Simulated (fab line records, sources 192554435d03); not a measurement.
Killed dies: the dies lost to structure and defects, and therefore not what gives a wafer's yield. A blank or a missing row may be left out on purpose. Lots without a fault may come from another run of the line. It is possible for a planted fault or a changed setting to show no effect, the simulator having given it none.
fab line records ; flow n5-finfet
[record] lots = 4; wafers = 12; last-day = 18
route steps=1938 shown PMOS_HMC_CHANNEL_EPI@72 FIN_SAQP@90 FIN_CUT@165 PASSIVATION@1936
lots with no fault: from the same line, run without faults
start-h: hours from the record's first day to the start of the lot's first wafer shown ; wait-h: hours since the lot's step before ; " identical to the entry in the row above ; L1.1+2: a single row standing in for several wafers ; - either no value or no given start ; * or withheld: withheld ; < > ~ a bound
route shown NAME@n: NAME is a module with steps in the file, n the number in the route of the first one ; usual: mean and standard deviation over wafers with no fault ; same: alike in all rows ; chamber/n: place in a boat ; sites: each site's reading ; _std_site: standard deviation of those values ; _edge_site: inner sites' mean taken away from outer sites' mean ; radius-mm: for every site, how far away it sits from the centre of the wafer ; mask NAME#n: copy n ; behind: the last tool/chamber to shape the wafer ; hold: why the lot was held/for how many hours/how that ended ; device: names the non-switching transistor (n, p or np) ; end of line: tests run on the same wafers once the route is complete ; a step without rows: its recipe alone ; killed: dies that structure and defects cost at the first sort, which is not the same as the wafer's yield ; map: per-die view of a wafer (x killed, . not killed, _ where there is no die)
set.NAME: the run value of the setting; set.NAME@STEP: its run value at that earlier step ; model.NAME: the simulator's own value behind a step, which no gauge read
lots seen at some steps along the route; tables by step, rows by wafer
services: from which hour (start-h, from the record's first day; less than 0 if before it) a tool's chamber was out of use, for how many hours, and why
[[steps]]
[step N5_PMOS_HMC_CHANNEL_EPI_STRIP_17]
[recipe] chemistry = SPM; time-s = 750; temp-c = 130; h2so4-h2o2-vol-ratio = 4; dry = ipa-marangoni
[step N5_PMOS_HMC_CHANNEL_EPI_ETCH_38]
[recipe] chemistry = CF4; target = SiO2; target-depth-a = 15; ion-energy-ev = 350; pressure-mtorr = 10; icp-w = 800; bias-w = 400; cf4-flow-sccm = 80
[step N5_PMOS_HMC_CHANNEL_EPI_FIN_RECESS_16]
[recipe] chemistry = HBr/Cl2; target = Si; mask-material = SiO2; target-depth-a = 540; time-s = 18; pressure-mtorr = 10; icp-w = 800; bias-w = 75; HBr_flow_sccm = 150; Cl2_flow_sccm = 80
[step N5_PMOS_HMC_CHANNEL_EPI_PRECLEAN_36]
[recipe] chemistry = O3/DIW; time-s = 45; temp-c = 22; o3-ppm = 10
[step N5_PMOS_HMC_CHANNEL_EPI_PRECLEAN_18]
[recipe] chemistry = DHF; time-s = 30; temp-c = 25; dilution = withheld
[step N5_PMOS_HMC_CHANNEL_EPI_SRD_19]
[recipe] dry = ipa-marangoni; do-ppb = 5; time-s = 30; temp-c = 23; rinse-liquid = diw
[step N5_PMOS_HMC_CHANNEL_EPI_EPI_20]
[recipe] material = SiGe30; mask-material = SiO2; pressure-torr = 20; target-thk-a = 590; temp-c = 600
[step N5_PMOS_HMC_CHANNEL_EPI_HM_STRIP_35]
[recipe] chemistry = dHF; temp-c = 25; material = SiO2; target = SiO2; target-depth-a = 396; time-s = 216
[step N5_PMOS_HMC_CHANNEL_EPI_SRD_39]
[recipe] dry = ipa-marangoni; time-s = 30; temp-c = 23; rinse-liquid = diw
[step N5_PMOS_HMC_CHANNEL_EPI_CMP_21]
[recipe] material = SiGe30; post-cmp-clean = alkaline-brush; target-thk-nm = 54
[step N5_PMOS_HMC_CHANNEL_EPI_PRECLEAN_40]
[recipe] chemistry = DHF; time-s = 30; temp-c = 25; dilution = withheld
[step N5_PMOS_HMC_CHANNEL_EPI_PRECLEAN_37]
[recipe] chemistry = O3/DIW; time-s = 45; temp-c = 22; o3-ppm = 10
[usual] bath-heat-duty-pct = 2.4/0.43; temp-c = 22.00/0.096
lot.wafer;tool;chamber;start-h;wait-h;bath-heat-duty-pct;temp-c
L513.1;wet-bench-01;4;26.31;0.0;2.7;22.05
L513.3;wet-bench-01;5;26.31;0.0;2.0;22.02
L513.4;wet-bench-01;1;26.31;0.0;2.2;22.08
L532.4;wet-bench-01;6;140.01;0.0;2.7;22.04
L532.5;wet-bench-01;1;140.01;0.0;2.0;22.07
L532.6;wet-bench-01;5;140.01;0.0;2.4;22.00
L533.1;wet-bench-01;0;146.72;0.0;2.7;21.91
L533.2;wet-bench-01;7;146.72;0.0;2.6;21.93
L533.4;wet-bench-01;5;146.72;0.0;2.7;21.91
L535.1;wet-bench-02;3;157.46;0.0;2.0;21.91
L535.3;wet-bench-02;5;157.46;0.0;2.5;22.05
L535.6;wet-bench-02;2;157.46;0.0;2.2;21.98
[step N5_PMOS_HMC_CHANNEL_EPI_PRECLEAN_24]
[recipe] chemistry = DHF; time-s = 30; temp-c = 25; dilution = withheld
[step N5_PMOS_HMC_CHANNEL_EPI_SRD_25]
[recipe] dry = ipa-marangoni; do-ppb = 5; time-s = 30; temp-c = 23; rinse-liquid = diw
[step N5_PMOS_HMC_CHANNEL_EPI_EPI_26]
[recipe] material = Si; target-thk-a = 38; temp-c = 650; precursor = SiH4/H2; pressure-torr = 20; time-s = 22.7
[step N5_PMOS_HMC_CHANNEL_EPI_INSPECT_30]
[recipe] inspect-instrument = darkfield; mode = post-epi
[usual] raw-defect-count = 20/6.2
lot.wafer;tool;chamber;start-h;wait-h;raw-defect-count
L513.1;defect-inspect-01;-;26.75;0.0;19
L513.3;defect-inspect-01;-;26.75;0.0;9
L513.4;defect-inspect-01;-;26.75;0.0;11
L532.4;defect-inspect-01;-;140.45;0.0;875
L532.5;defect-inspect-01;-;140.45;0.0;949
L532.6;defect-inspect-01;-;140.45;0.0;908
L533.1;defect-inspect-02;-;147.17;0.0;884
L533.2;defect-inspect-02;-;147.17;0.0;932
L533.4;defect-inspect-02;-;147.17;0.0;892
L535.1;defect-inspect-01;-;157.91;0.0;27
L535.3;defect-inspect-01;-;157.91;0.0;20
L535.6;defect-inspect-01;-;157.91;0.0;16
[step N5_FIN_SAQP_PRECLEAN_42]
[recipe] chemistry = O3/DIW; time-s = 60; temp-c = 22; o3-ppm = 10
[step N5_FIN_SAQP_PRECLEAN_00]
[recipe] chemistry = SC1; time-s = 60; temp-c = 55; mix = 1:2:50
[step N5_FIN_SAQP_PRECLEAN_44]
[recipe] chemistry = SC2; time-s = 45; temp-c = 35; mix = 1:1:50
[step N5_FIN_SAQP_SRD_01]
[recipe] dry = ipa-marangoni; time-s = 30; temp-c = 23; rinse-liquid = diw
[step N5_FIN_SAQP_ALD_61]
[recipe] material = SiO2; target-thk-a = 40; temp-c = 300; ald-precursor-family = BDEAS; ald-co-reactant = O2-plasma; pulse-time-s = 1; purge-time-s = 2; co-reactant-purge-time-s = 2; ald-cycles = 43; pressure-torr = 2
[step N5_FIN_SAQP_DENSIFY_62]
[recipe] temp-c = 700; time-s = 60; ambient = N2; idle-temp-c = 600; ramp-up-c-per-s = 150; ramp-down-c-per-s = 60; cool-to-c = 600
[step N5_FIN_SAQP_HM_DEP_03]
[recipe] material = SiNx; target-thk-a = 380; temp-c = 400; precursor = SiH4/NH3/N2; pressure-torr = 1.5; rf-w = 300; time-s = 33.6
[step N5_FIN_SAQP_PECVD_47]
[recipe] material = a-Si; target-thk-a = 450; temp-c = 400; precursor = SiH4/He; pressure-torr = 3; rf-w = 100; time-s = 36.3
[step N5_FIN_SAQP_PECVD_48]
[recipe] material = SiNx; target-thk-a = 250; temp-c = 400; precursor = SiH4/NH3/N2; pressure-torr = 1.5; rf-w = 300; time-s = 22.1
[step N5_FIN_SAQP_PECVD_06]
[recipe] material = a-Si; target-thk-a = 600; temp-c = 400; precursor = SiH4/He; pressure-torr = 3; rf-w = 100; time-s = 48.1
[step N5_FIN_SAQP_HM_DEP_72]
[recipe] material = SiO2; target-thk-a = 120; temp-c = 400; precursor = SiH4/N2O; pressure-torr = 0.75; rf-w = 275; time-s = 7.2
[step N5_FIN_SAQP_COAT_49]
[recipe] resist = SOC; temp-c = 250; time-s = 60; spin-rpm = 1500; resist-thk-nm = 100
[step N5_FIN_SAQP_COAT_50]
[recipe] resist = SiARC; temp-c = 220; time-s = 60; spin-rpm = 1500; resist-thk-nm = 35
[step N5_FIN_SAQP_COAT_10]
[recipe] resist = CAR-ArF; spin-rpm = 1500; resist-thk-nm = 90
[step N5_FIN_SAQP_EBR_12]
[recipe] solvent = PGMEA; ebr-width-mm = 1.5
[step N5_FIN_SAQP_SOFTBAKE_11]
[recipe] temp-c = 110; time-s = 60; resist = CAR-ArF
[step N5_FIN_SAQP_EXPOSE_13]
[recipe] mask-id = FIN_CORE; na = 1.35; source-shape = dipole; sigma-inner = 0.538; sigma-outer = 0.738; polarization = te; target-cd-nm = 35.6; dose-mj = 63.25
[step N5_FIN_SAQP_PEB_14]
[recipe] peb-temp-c = withheld; peb-time-s = 60; resist = CAR-ArF
[step N5_FIN_SAQP_DEVELOP_15]
[recipe] develop-time-s = 30; developer = TMAH; resist = CAR-ArF; dev-temp-c = 23; rinse-liquid = diw; dry = air-spin
[step N5_FIN_SAQP_INSPECT_18]
[recipe] mode = adi; inspect-instrument = brightfield
[usual] raw-defect-count = 434/120
lot.wafer;tool;chamber;start-h;wait-h;raw-defect-count
L513.1;defect-inspect-01;-;29.34;0.0;585
L513.3;defect-inspect-01;-;29.34;0.0;419
L513.4;defect-inspect-01;-;29.34;0.0;459
L532.4;defect-inspect-01;-;141.83;0.0;1147
L532.5;defect-inspect-01;-;141.83;0.0;1269
L532.6;defect-inspect-01;-;141.83;0.0;1258
L533.1;defect-inspect-02;-;149.06;0.0;1266
L533.2;defect-inspect-02;-;149.06;0.0;1289
L533.4;defect-inspect-02;-;149.06;0.0;1362
L535.1;defect-inspect-01;-;159.31;0.0;433
L535.3;defect-inspect-01;-;159.31;0.0;472
L535.6;defect-inspect-01;-;159.31;0.0;363
[step N5_FIN_SAQP_INSPECT_40]
[recipe] inspect-instrument = brightfield; mode = aei
[usual] raw-defect-count = 221/63
lot.wafer;tool;chamber;start-h;wait-h;raw-defect-count
L513.1;defect-inspect-02;-;33.89;0.0;189
L513.3;defect-inspect-02;-;33.89;0.0;233
L513.4;defect-inspect-02;-;33.89;0.0;217
L532.4;defect-inspect-02;-;148.40;0.0;1156
L532.5;defect-inspect-02;-;148.40;0.0;1219
L532.6;defect-inspect-02;-;148.40;0.0;1160
L533.1;defect-inspect-01;-;153.53;0.0;1094
L533.2;defect-inspect-01;-;153.53;0.0;1163
L533.4;defect-inspect-01;-;153.53;0.0;1027
L535.1;defect-inspect-01;-;163.70;0.0;242
L535.3;defect-inspect-01;-;163.70;0.0;250
L535.6;defect-inspect-01;-;163.70;0.0;245
[step N5_FIN_CUT_INSPECT_10]
[recipe] mode = adi; inspect-instrument = brightfield
[usual] raw-defect-count = 40/11
lot.wafer;tool;chamber;start-h;wait-h;raw-defect-count
L513.1;defect-inspect-02;-;34.28;0.1;39
L513.3;defect-inspect-02;-;34.28;0.1;32
L513.4;defect-inspect-02;-;34.28;0.1;43
L532.4;defect-inspect-02;-;148.79;0.0;892
L532.5;defect-inspect-02;-;148.79;0.0;956
L532.6;defect-inspect-02;-;148.79;0.0;948
L533.1;defect-inspect-01;-;153.93;0.1;901
L533.2;defect-inspect-01;-;153.93;0.1;958
L533.4;defect-inspect-01;-;153.93;0.1;901
L535.1;defect-inspect-01;-;164.09;0.1;39
L535.3;defect-inspect-01;-;164.09;0.1;39
L535.6;defect-inspect-01;-;164.09;0.1;51
[step N5_PASSIVATION_PROBE_49]
[usual] killed_at_M0_to_M3 = 34/11; killed_at_M4_up = 13/5.2; killed-at-contacts = 13/6.3; killed-at-front-end = 40/14; killed-at-other = 3.2/2.4; killed-dies = 104/19; killed-on-rim = 14/4.2; killed-open = 69/14; killed-short = 32/7.5
[same] gross-dies = 1180; killed-at-back-side = 0
lot.wafer;tool;chamber;start-h;wait-h;killed_at_M0_to_M3;killed_at_M4_up;killed-at-contacts;killed-at-front-end;killed-at-other;killed-dies;killed-on-rim;killed-open;killed-short
L532.4;prober-02;-;400.61;0.2;42;12;5;186;2;247;21;66;30
L532.5;prober-02;-;400.66;0.2;33;11;13;85;0;142;26;54;29
L532.6;prober-02;-;400.71;0.3;41;6;20;140;0;207;41;70;41
L533.1;prober-02;-;406.43;0.0;36;14;9;168;8;235;36;79;31
L533.2;prober-02;-;406.48;0.1;14;17;1;125;0;157;28;58;31
L533.4;prober-02;-;406.58;0.2;32;14;12;133;1;192;30;73;31
// killed by level:class
L532.4 PMOS_HMC_CHANNEL_EPI:unspecified=149 BEOL_M2:geometric-particle:open=10 BEOL_M0_SAQP:geometric-particle:open=8 STI_FIN_REVEAL:geometric-particle:open=7 FIN_SAQP:geometric-particle:open=6 BEOL_M3:geometric-particle:open=6 GATE_CUT:geometric-particle:short=5 MOL_CONTACT_COAG:geometric-particle:open=5
L532.5 PMOS_HMC_CHANNEL_EPI:unspecified=54 BEOL_M2:geometric-particle:open=12 STI_FIN_REVEAL:geometric-particle:open=9 MOL_CONTACT_COAG:geometric-particle:open=7 MOL_CONTACT_COAG:geometric-particle:short=6 BEOL_M1:geometric-particle:open=6 BEOL_M3:geometric-particle:open=4 FIN_SAQP:geometric-particle:short=3
L532.6 PMOS_HMC_CHANNEL_EPI:unspecified=94 MOL_CONTACT_COAG:geometric-particle:open=16 STI_FIN_REVEAL:geometric-particle:open=13 BEOL_M0_SAQP:geometric-particle:short=8 BEOL_M2:geometric-particle:open=8 BEOL_M3:geometric-particle:short=8 STI_FIN_REVEAL:geometric-particle:short=5 BEOL_M0_SAQP:geometric-particle:open=5
L533.1 PMOS_HMC_CHANNEL_EPI:unspecified=122 BEOL_M0_SAQP:geometric-particle:open=12 FIN_SAQP:geometric-particle:open=9 BEOL_M3:geometric-particle:open=9 GATE_CUT:geometric-particle:short=8 MOL_CONTACT_COAG:geometric-particle:open=7 DUMMY_GATE:geometric-particle:open=6 FIN_SAQP:geometric-particle:short=5
L533.2 PMOS_HMC_CHANNEL_EPI:unspecified=67 FIN_SAQP:geometric-particle:open=22 FIN_SAQP:geometric-particle:short=14 DUMMY_GATE:geometric-particle:open=5 GATE_CUT:geometric-particle:short=5 BEOL_M4:geometric-particle:open=5 BEOL_M5:geometric-particle:open=4 BEOL_M1:geometric-particle:open=3
L533.4 PMOS_HMC_CHANNEL_EPI:unspecified=86 BEOL_M3:geometric-particle:open=15 MOL_CONTACT_COAG:geometric-particle:open=11 FIN_SAQP:geometric-particle:open=9 FIN_SAQP:geometric-particle:short=9 STI_FIN_REVEAL:geometric-particle:open=7 BEOL_M4:geometric-particle:open=6 DUMMY_GATE:geometric-particle:open=5
// map L532.4 (x killed, . not)
_________________x..xx.......________________
______________..............x..._____________
___________.....x..x............x..__________
__________............x..........x.._________
________x..x.....x...x................_______
_______.................x..............______
______x...........x...........x........._____
_____.xx.......x......x..................____
____.....................x...x....x.......___
___..........x.............................__
___........................................__
__.................x..........x.x..........._
__....x.................x..x......x........x_
_.......xx.............x.....................
_.....x......x...x..x....................x...
_......x.......x.x....x....x.x......x..x.....
_..............xxxxxxxxxx.xx.........x.......
_..........x...xxxxxxxxxx.........xx.......x.
_........x....xxxxxxxxxxxx.xx..xx............
_.........xxx..xxxxxxxxxxxxx..x..............
_..x.........xxxxxxxxxxxxxxx.................
__....x.....xxxxxxxxxxxxxxxx....x...x.....xx_
__....x..x..xxxxxxxxxxxxxxxxxx.............._
___..........xxxxxxxxxxxxxx................__
___.x.......xx.xxxxxxxxxxxx............x...__
____...........xxxxxxxxxxxx...............___
_____..........xxxxxxxxx.x.x............x____
______..........x..xxxx...x...x.......xx_____
_______.....xx.......x............x....______
________..x.x................x..x....x_______
__________.........................._________
___________................x....x.x__________
______________....x...x........._____________
_________________..xx.....x..________________
// map L533.1 (x killed, . not)
_________________....x.xxxxxx________________
______________..xx..xxxxxxxxxxxx_____________
___________...x...xxxxxxxxxxxxx.x.x__________
__________.......x.xxxxxxxxxxxxx...._________
________.......xx.xxxxxxxxxxxxxx.x..x._______
_______...........xxxxxxxxxxxxxx.xx...x______
______x............xxxxxxxxxxxxx......x._____
_____.........x...xxxxxxxxxxxxx...x......____
____..x...x...x....xxxxx.xxxx.............___
___.....xx..x.x..xxx.xxxxxxx..x............__
___....xxx..x..........x............x.....x__
__.................xx.......x...x...x......._
__x....x.x.x.....x.........................._
_...x...x..............................x..x..
_.....x......x.x............x...............x
_............................x...............
_.........xx......xx.............x...........
_..............x.............x..x.x....x.....
_.......x...........x...x......xx....x.......
_....x.x........x......x.x....x......x.x.....
_x......................x..........x.x.......
__.x.................................x......_
__..................x.................x....._
___......................x........xx.......__
___..........xx.......................x....__
____......x..x....x.........x...........x.___
_____..................................x.____
______.................x................_____
_______...........................xx...______
________.....x.......x.........x....xx_______
__________.x.......x..............x._________
___________.x.x.x....x......x....x.__________
______________........x........._____________
_________________...xx...x...________________
[[services]]
tool;chamber;start-h;hours;kind
wet-bench-02;-;58.53;2.1;repair
[[key]]
[first-sign] step = N5_PMOS_HMC_CHANNEL_EPI_INSPECT_30; reading = raw-defect-count; direction = up; sigmas = 99+; usual = 20; struck = 907
[effect] step = N5_FIN_SAQP_INSPECT_18; reading = raw-defect-count; direction = up; sigmas = 6.7; usual = 434; struck = 1265
[effect] step = N5_FIN_SAQP_INSPECT_40; reading = raw-defect-count; direction = up; sigmas = 15; usual = 221; struck = 1136
[effect] step = N5_FIN_CUT_INSPECT_10; reading = raw-defect-count; direction = up; sigmas = 81; usual = 40; struck = 926
[effect] step = N5_PASSIVATION_PROBE_49; reading = killed-at-front-end; direction = up; sigmas = 7.3; usual = 40; struck = 140
[more-kills-born-at] N5_PMOS_HMC_CHANNEL_EPI_PRECLEAN_37@wet-bench-01 = 572
met-at N5_PMOS_HMC_CHANNEL_EPI_PRECLEAN_37
struck-wafers L532.4,L532.5,L532.6,L533.1,L533.2,L533.4
tester-left-out L532,L533
onset-between 26.31 140.01
[fault] kind = chamber-particle-source; tool = wet-bench-01; chamber = -; onset-h = 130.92; steps = N5_PMOS_HMC_CHANNEL_EPI_PRECLEAN_37; rate-per-visit-cm2 = 1.342; end-h = 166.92
// tester-left-out: of these lots the tester's yield and bins aren't shown, on N5 and GAA mostly nor the transistor test; their killed dies are dies lost to structure and defects alone, not to doping, threshold or leakage, so they don't give the yield
